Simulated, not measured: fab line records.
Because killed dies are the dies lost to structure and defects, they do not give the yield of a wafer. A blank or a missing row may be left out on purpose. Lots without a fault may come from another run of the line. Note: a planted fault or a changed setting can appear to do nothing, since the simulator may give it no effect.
Chamber matching | flow n5_finfet | N5_BEOL_M5_ETCH_75 on rie_diel-03 has 4 sister chambers
The step etches underlayer in N2/H2, target depth 6.5 nm, time 5.2 s. 7 wafers are shown with their chamber, then 8 later ones without.

WAFERS, EACH WITH ITS CHAMBER
wafer  | chamber | showerhead_plenum_p_Torr (Torr) | throttle_valve_pct (%)
L076.5 | 2       | 2.53                            | 18.33
L076.6 | 3       | 2.52                            | 18.18
L081.1 | 0       | 2.51                            | 17.64
L083.1 | 0       | 2.50                            | 17.67
L083.3 | 2       | 2.52                            | 18.37
L083.5 | 1       | 2.32                            | 17.56
L088.1 | 1       | 2.32                            | 17.54

WAFERS MISSING THEIR CHAMBER
wafer  | showerhead_plenum_p_Torr (Torr) | throttle_valve_pct (%)
L088.2 | 2.50                            | 17.65
L088.5 | 2.50                            | 17.64
L087.1 | 2.32                            | 17.57
L087.5 | 2.32                            | 17.56
L087.6 | 2.50                            | 17.65
L096.1 | 2.50                            | 17.80
L096.2 | 2.32                            | 17.59
L096.3 | 2.52                            | 18.42

EACH ONE'S CHAMBER
wafer  | from the rows above | in truth
L088.2 | 0                   | 0
L088.5 | 0                   | 0
L087.1 | 1                   | 1
L087.5 | 1                   | 1
L087.6 | 0                   | 0
L096.1 | 0                   | 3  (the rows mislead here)
L096.2 | 1                   | 1
L096.3 | 2                   | 2
7 of 8 placed correctly. From these rows, 0 cannot be placed. Wrongly placed: 1.
How it was worked out, from the rows above alone: a wafer's distance from a chamber is the root of the sum, over the readings, of the square of ((its reading less the chamber's mean) divided by the reading's scatter). If the next closest chamber is less than 2 further off than the closest, the wafer can't be placed; otherwise it belongs to the closest. A chamber's mean is the mean of its shown wafers. How the scatter is found: for the shown wafers, subtract from each reading the mean of its chamber, square and add these, divide the total by (wafers less chambers), then take the root.
